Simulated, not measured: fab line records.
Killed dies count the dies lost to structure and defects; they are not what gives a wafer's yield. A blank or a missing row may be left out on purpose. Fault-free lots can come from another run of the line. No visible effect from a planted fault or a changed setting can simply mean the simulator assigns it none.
Which tool was responsible? | flow nand harc | 11 lots with 33 wafers sampled at 6 steps, on a route of 1302 steps

== WHAT THE GAUGES READ, wafer by wafer ==
NHARC_A_M1_CD_MEAS_09 targets a cd of 120 nm. Usual: cd nm at 120.0 nm, with a standard deviation of 0.59.
lot  | measured     | on        | cd nm (nm)        | flag
L202 | day 23 09:46 | cd sem-03 | 120.0 120.2 120.4 |
L204 | day 23 15:58 | cd sem-03 | 120.9 120.2 120.1 |
L201 | day 23 18:36 | cd sem-03 | 118.8 119.7 120.7 |
L203 | day 23 19:09 | cd sem-01 | 119.9 120.7 120.5 |
L210 | day 26 21:49 | cd sem-02 | 119.8 120.2 120.1 |
L212 | day 27 08:07 | cd sem-01 | 120.6 120.2 120.5 |
L215 | day 28 20:47 | cd sem-02 | 122.8 122.6 122.8 | OFF
L217 | day 30 11:32 | cd sem-01 | 122.8 122.6 122.0 | OFF
L219 | day 31 02:29 | cd sem-03 | 119.3 119.4 119.3 |
L222 | day 32 03:52 | cd sem-03 | 119.2 120.5 119.2 |
L223 | day 32 04:14 | cd sem-01 | 120.2 120.3 120.2 |

NHARC_END_SORT_01. Usual: defect limited yield 92.5 %, standard deviation 2.5; killed at array 46, standard deviation 16; killed at other 0.9, standard deviation 1.3; killed at periphery 4.1, standard deviation 3; killed dies 51, standard deviation 17; killed open 3.5, standard deviation 1.8; killed short 2.5, standard deviation 1.8; sort_bin_2_pct 2.6 %, standard deviation 1.1; sort_bin_3_pct 0.6 %, standard deviation 0.37; sort_bin_4_pct 4.4 %, standard deviation 1.4; sort n pass 626, standard deviation 17; sort rim yield pct 88 %, standard deviation 4.6; sort yield pct 92.5 %, standard deviation 2.5.
lot  | measured     | on        | defect limited yield (%) | killed at array | killed at other | killed at periphery | killed dies | killed open | killed short | sort_bin_2_pct (%) | sort_bin_3_pct (%) | sort_bin_4_pct (%) | sort n pass | sort rim yield pct (%) | sort yield pct (%) | flag
L210 | day 28 10:43 | prober-01 | 91.0 87.9 91.4           | 61 75 56        | 0 1 0           | 0 6 2               | 61 82 58    | 7 0 5       | 2 6 2        | 3.0 4.6 3.5        | 1.0 1.0 1.2        | 5.0 6.5 3.8        | 616 595 619 | 79 85 80               | 91.0 87.9 91.4     |
L219 | day 33 01:32 | prober-02 | 93.6 92.3 93.6           | 30 46 34        | 2 0 3           | 11 6 6              | 43 52 43    | 5 5 2       | 2 6 4        | 2.1 2.4 1.3        | 0.6 0.6 0.3        | 3.7 4.7 4.7        | 634 625 634 | 86 87 91               | 93.6 92.3 93.6     |

== EACH LOT AND THE TOOL THAT RAN IT (in order: tool; ch and the chambers of the sampled wafers; start) ==
lot  | NHARC_A_M0_PVD_20                       | NHARC_A_M1_EXPOSE_06               | NHARC_A_M1_DEGAS_29          | NHARC_A_M1_PVD_20
L202 | pvd sputter-02, day 23 09:38 or earlier | arfi scanner-01 ch 0, day 23 09:38 | pvd sputter-01, day 23 11:02 | pvd sputter-01, no start
L204 | pvd sputter-02, day 23 15:50 or earlier | arfi scanner-01 ch 0, day 23 15:50 | pvd sputter-01, day 23 17:11 | pvd sputter-01, no start
L201 | pvd sputter-01, day 23 18:28 or earlier | arfi scanner-01 ch 0, day 23 18:28 | pvd sputter-01, day 23 19:49 | pvd sputter-01, no start
L203 | pvd sputter-02, day 23 19:01 or earlier | arfi scanner-02 ch 0, day 23 19:01 | pvd sputter-02, day 23 20:21 | pvd sputter-02, no start
L210 | pvd sputter-01, day 26 21:40 or earlier | arfi scanner-01 ch 0, day 26 21:40 | pvd sputter-03, day 26 23:01 | pvd sputter-03, day 28 10:43 or earlier
L212 | pvd sputter-02, day 27 07:58 or earlier | arfi scanner-02 ch 0, day 27 07:58 | pvd sputter-01, day 27 09:19 | pvd sputter-01, no start
L215 | pvd sputter-01, day 28 20:38 or earlier | arfi scanner-02 ch 0, day 28 20:38 | pvd sputter-01, day 28 22:00 | pvd sputter-01, no start
L217 | pvd sputter-02, day 30 11:24 or earlier | arfi scanner-02 ch 0, day 30 11:24 | pvd sputter-01, day 30 12:44 | pvd sputter-01, no start
L219 | pvd sputter-02, day 31 02:21 or earlier | arfi scanner-03 ch 0, day 31 02:21 | pvd sputter-02, day 31 03:41 | pvd sputter-02, day 33 01:32 or earlier
L222 | pvd sputter-01, day 32 03:43 or earlier | arfi scanner-03 ch 0, day 32 03:43 | pvd sputter-03, day 32 05:04 | pvd sputter-03, no start
L223 | pvd sputter-03, day 32 04:06 or earlier | arfi scanner-03 ch 0, day 32 04:06 | pvd sputter-01, day 32 05:27 | pvd sputter-01, no start
- NHARC_A_M0_PVD_20: deposits TaN, target thk 5 nm, time 8.06 s.
- NHARC_A_M1_EXPOSE_06: exposes mask A M1, target cd 120 nm.
- NHARC_A_M1_DEGAS_29: time 60 s.
- NHARC_A_M1_PVD_20: deposits TaN, target thk 5 nm, time 8.06 s.

== AS READ BY THE TOOLS THEMSELVES (means over the sampled wafers that have a number; for cases with no such wafer, the mark the record gives instead) ==
NHARC_A_M0_PVD_20. Usual: chamber pressure pa 0.12 Pa, standard deviation 0.00024; throttle valve pct 30.3 %, standard deviation 1.
lot  | tool           | chamber pressure pa (Pa) | throttle valve pct (%) | flag
L202 | pvd sputter-02 | 0.12                     | 31.3                   |
L204 | pvd sputter-02 | 0.12                     | 30.7                   |
L201 | pvd sputter-01 | 0.12                     | 29.8                   |
L203 | pvd sputter-02 | 0.12                     | 32.0                   |
L210 | pvd sputter-01 | 0.12                     | 30.5                   |
L212 | pvd sputter-02 | 0.12                     | 31.2                   |
L215 | pvd sputter-01 | 0.12                     | 29.8                   |
L217 | pvd sputter-02 | 0.12                     | 30.1                   |
L219 | pvd sputter-02 | 0.12                     | 31.5                   |
L222 | pvd sputter-01 | 0.12                     | 30.4                   |
L223 | pvd sputter-03 | 0.12                     | 30.9                   |

NHARC_A_M1_EXPOSE_06. Usual: exposure dose mJ cm2 75.05, standard deviation 0.074; reticle temp C 23.02 C, standard deviation 0.12.
lot  | tool            | exposure dose mJ cm2 | reticle temp C (C) | flag
L202 | arfi scanner-01 | 75.02                | 23.03              |
L204 | arfi scanner-01 | 75.07                | 22.94              |
L201 | arfi scanner-01 | 75.04                | 23.10              |
L203 | arfi scanner-02 | 75.18                | 23.20              |
L210 | arfi scanner-01 | 75.05                | 22.96              |
L212 | arfi scanner-02 | 75.12                | 23.11              |
L215 | arfi scanner-02 | 78.03                | 23.06              | OFF
L217 | arfi scanner-02 | 77.46                | 23.06              | OFF
L219 | arfi scanner-03 | 75.06                | 23.03              |
L222 | arfi scanner-03 | 75.18                | 23.04              |
L223 | arfi scanner-03 | 75.02                | 22.86              |

NHARC_A_M1_DEGAS_29. Usual: heater power w at 334 W, with a standard deviation of 16.
lot  | tool           | heater power w (W) | flag
L202 | pvd sputter-01 | 353                |
L204 | pvd sputter-01 | 350                |
L201 | pvd sputter-01 | 341                |
L203 | pvd sputter-02 | 337                |
L210 | pvd sputter-03 | 332                |
L212 | pvd sputter-01 | 337                |
L215 | pvd sputter-01 | 327                |
L217 | pvd sputter-01 | 322                |
L219 | pvd sputter-02 | 342                |
L222 | pvd sputter-03 | 329                |
L223 | pvd sputter-01 | 347                |

NHARC_A_M1_PVD_20. Usual: chamber pressure pa 0.11996 Pa, standard deviation 0.00024; throttle valve pct 30.2 %, standard deviation 1.
lot  | tool           | chamber pressure pa (Pa) | throttle valve pct (%) | flag
L202 | pvd sputter-01 | 0.11994                  | 29.0                   |
L204 | pvd sputter-01 | 0.11989                  | 29.9                   |
L201 | pvd sputter-01 | 0.11993                  | 29.4                   |
L203 | pvd sputter-02 | 0.12008                  | 30.2                   |
L210 | pvd sputter-03 | 0.11993                  | 30.3                   |
L212 | pvd sputter-01 | 0.11995                  | 30.0                   |
L215 | pvd sputter-01 | 0.12025                  | 30.2                   |
L217 | pvd sputter-01 | 0.11987                  | 29.5                   |
L219 | pvd sputter-02 | 0.11993                  | 31.0                   |
L222 | pvd sputter-03 | 0.12009                  | 29.7                   |
L223 | pvd sputter-01 | 0.12003                  | 29.8                   |

== THE ANSWER, worked out from the rows above alone ==
Rule: take the mean of a lot's wafers that have a number; if it is more than 3 standard deviations from the usual mean, the lot is off. A lot without any number at a reading at which 4 lots or more have one is off too. Any other lot the step has rows for is counted as sound. Order of review: gauges by route order, followed by the tools' own readings, for which a lot's mean as printed above is used. The first step at which some lot is off is used, and at that step the reading that is off furthest; a lot without a number counts as furthest.
Off: L215, L217, at NHARC_A_M1_CD_MEAS_09 (cd nm).
If a tool, at a process step before that reading, ran all the lots that are off and no sound lot after the first of them, it fits. The gauges at NHARC_A_M1_CD_MEAS_09 aren't tried: what is off there is off at NHARC_A_M1_EXPOSE_06 too, on other tools, and a gauge's error can't cause that. NHARC_A_M0_PVD_20: start missing for some lots; hours and lot order therefore follow NHARC_A_M1_EXPOSE_06. One fits: arfi scanner-02 at NHARC_A_M1_EXPOSE_06. A fault onset in the window from L212 (day 27 07:58, its last sound lot) to L215 (day 28 20:38, its first lot off) fits.
On the lots that are off, the tool's own readings at NHARC_A_M1_EXPOSE_06 differ by more than 5 times the standard deviation of the sound lots' means, which bears it out; exposure dose mJ cm2 reads 77.75 there versus 75.08 on the sound lots.

== WHAT WAS PUT IN BY THE SIMULATOR ==
Drift in process parameters on arfi scanner-02 at NHARC_A_M1_EXPOSE_06, starting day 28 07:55. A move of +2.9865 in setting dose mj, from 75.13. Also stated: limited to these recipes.
Struck lots among those shown: L215, L217. The rule given above showed the same thing.
